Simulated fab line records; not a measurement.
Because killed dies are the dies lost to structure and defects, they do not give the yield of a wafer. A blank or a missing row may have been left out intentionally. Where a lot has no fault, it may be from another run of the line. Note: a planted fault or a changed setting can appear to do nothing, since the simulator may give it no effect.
Lot-split experiment / flow n5Finfet / 21 wafers read from 7 lots, route of 1938 steps

THE SPLIT
At N5_BEOL_M4_EXPOSE_08 (exposes mask M4), the setting doseMj was moved away from the recipe's 41.25 on 6 of the 21 wafers read, by -6.5% to +4.4%. All remaining wafers had this setting at the recipe value.

FROM THE SPLIT TO THE READING: what the file shows between them, 2 steps
- N5_BEOL_M4_PEB_09: peb time 60 s
- N5_BEOL_M4_DEVELOP_10: develop time 30 s

THE READING
cdNm (nm) at N5_BEOL_M4_CD_MEAS_11, where the cd target is 16.79 nm. Fault-free wafers of this fab line usually give 16.82 nm, standard deviation 0.23 nm.

wafer=L075.2; tool, chamber at the split=euvScanner-01, 0; doseMj as run=41.25; against the recipe=recipe; cdNm, nm=16.98; against lot-mates on the recipe=-
wafer=L075.3; tool, chamber at the split=euvScanner-01, 0; doseMj as run=43.07; against the recipe=+4.4%; cdNm, nm=17.60; against lot-mates on the recipe=+0.62
wafer=L075.6; tool, chamber at the split=euvScanner-01, 0; doseMj as run=43.07; against the recipe=+4.4%; cdNm, nm=17.60; against lot-mates on the recipe=+0.62
wafer=L079.3; tool, chamber at the split=euvScanner-02, 0; doseMj as run=41.25; against the recipe=recipe; cdNm, nm=16.82; against lot-mates on the recipe=-
wafer=L079.4; tool, chamber at the split=euvScanner-02, 0; doseMj as run=38.55; against the recipe=-6.5%; cdNm, nm=15.36; against lot-mates on the recipe=-1.62
wafer=L079.6; tool, chamber at the split=euvScanner-02, 0; doseMj as run=41.25; against the recipe=recipe; cdNm, nm=17.13; against lot-mates on the recipe=-
wafer=L081.1; tool, chamber at the split=euvScanner-02, 0; doseMj as run=41.25; against the recipe=recipe; cdNm, nm=17.10; against lot-mates on the recipe=-
wafer=L081.2; tool, chamber at the split=euvScanner-02, 0; doseMj as run=41.25; against the recipe=recipe; cdNm, nm=16.73; against lot-mates on the recipe=-
wafer=L081.4; tool, chamber at the split=euvScanner-02, 0; doseMj as run=41.25; against the recipe=recipe; cdNm, nm=16.93; against lot-mates on the recipe=-
wafer=L088.1; tool, chamber at the split=euvScanner-01, 0; doseMj as run=41.25; against the recipe=recipe; cdNm, nm=16.82; against lot-mates on the recipe=-
wafer=L088.2; tool, chamber at the split=euvScanner-01, 0; doseMj as run=41.25; against the recipe=recipe; cdNm, nm=17.05; against lot-mates on the recipe=-
wafer=L088.4; tool, chamber at the split=euvScanner-01, 0; doseMj as run=41.25; against the recipe=recipe; cdNm, nm=16.85; against lot-mates on the recipe=-
wafer=L091.2; tool, chamber at the split=euvScanner-01, 0; doseMj as run=41.25; against the recipe=recipe; cdNm, nm=17.04; against lot-mates on the recipe=-
wafer=L091.4; tool, chamber at the split=euvScanner-01, 0; doseMj as run=42.51; against the recipe=+3.1%; cdNm, nm=17.48; against lot-mates on the recipe=+0.44
wafer=L091.6; tool, chamber at the split=euvScanner-01, 0; doseMj as run=42.51; against the recipe=+3.1%; cdNm, nm=17.21; against lot-mates on the recipe=+0.17
wafer=L095.1; tool, chamber at the split=euvScanner-02, 0; doseMj as run=41.25; against the recipe=recipe; cdNm, nm=16.86; against lot-mates on the recipe=-
wafer=L095.3; tool, chamber at the split=euvScanner-02, 0; doseMj as run=41.25; against the recipe=recipe; cdNm, nm=17.09; against lot-mates on the recipe=-
wafer=L095.4; tool, chamber at the split=euvScanner-02, 0; doseMj as run=41.25; against the recipe=recipe; cdNm, nm=17.17; against lot-mates on the recipe=-
wafer=L096.4; tool, chamber at the split=euvScanner-02, 0; doseMj as run=41.25; against the recipe=recipe; cdNm, nm=16.71; against lot-mates on the recipe=-
wafer=L096.5; tool, chamber at the split=euvScanner-02, 0; doseMj as run=41.25; against the recipe=recipe; cdNm, nm=17.01; against lot-mates on the recipe=-
wafer=L096.6; tool, chamber at the split=euvScanner-02, 0; doseMj as run=39.09; against the recipe=-5.2%; cdNm, nm=15.65; against lot-mates on the recipe=-1.21

THE FIT
A straight line over all 21 wafers: cdNm changes by +0.2 nm for each +1% of doseMj; r = +0.95; the points scatter about the line by 0.18 nm.
The same after taking each lot's own level away (the mean of its wafers on the recipe; 21 wafers): +0.191 nm for each +1%; r = +0.94; scatter 0.18 nm.
On that fit, the largest move of doseMj shifts the reading by 1.3 nm.
The lots' own levels span 16.860 to 17.040 nm, that is 0.8 times the standard deviation above.
So the lot-to-lot level changes the slope little: the two slopes agree.
Check: with one of the wafers moved furthest among these (-6.5%) left out of the fit, the line predicts -1.14 nm for it against its lot-mates. Against them it came out at -1.62 nm.

ADDITIONAL SPLITS CARRIED BY THESE WAFERS
Other splits were also applied to these wafers ahead of the reading. Each is held against what the fit with the lots' levels taken away leaves over:
other split on the same wafers=N5_BEOL_M3_COAT_05 spinRpm; wafers away from the commonest value=2; r with cdNm (lot level and that fit taken away)=-0.43

THE WHOLE CHAIN: every reading that the file lists as answering this split, in the file's order
step=N5_BEOL_M4_CD_MEAS_11; what it does=target cd 16.79 nm; reading=cdNm; change (the file's fit)=+0.208 nm for each +1% of the setting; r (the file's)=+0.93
step=N5_BEOL_M4_ETCH_74; what it does=etches underlayer in N2/H2, target depth 6.5 nm, time 5.2 s; reading=BEOL_M4.cdOffsetNm (the simulator's own value, which no gauge read); change (the file's fit)=+0.215 nm for each +1% of the setting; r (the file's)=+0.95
step=N5_BEOL_M4_ETCH_64; what it does=etches SOC in N2/H2, target depth 75 nm, overetch 22.5 nm, time 121.9 s; reading=BEOL_M4.cdOffsetNm (the simulator's own value, which no gauge read); change (the file's fit)=+0.218 nm for each +1% of the setting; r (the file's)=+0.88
step=N5_BEOL_M4_HM_OPEN_17; what it does=chemistry Cl2/BCl3, target TiN, target depth 20 nm, overetch 6 nm; reading=BEOL_M4.cdOffsetNm (the simulator's own value, which no gauge read); change (the file's fit)=+0.198 nm for each +1% of the setting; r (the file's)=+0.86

THE FILE'S OWN FIT
cdNm changes by +0.208 nm for each +1% of doseMj, r = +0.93.
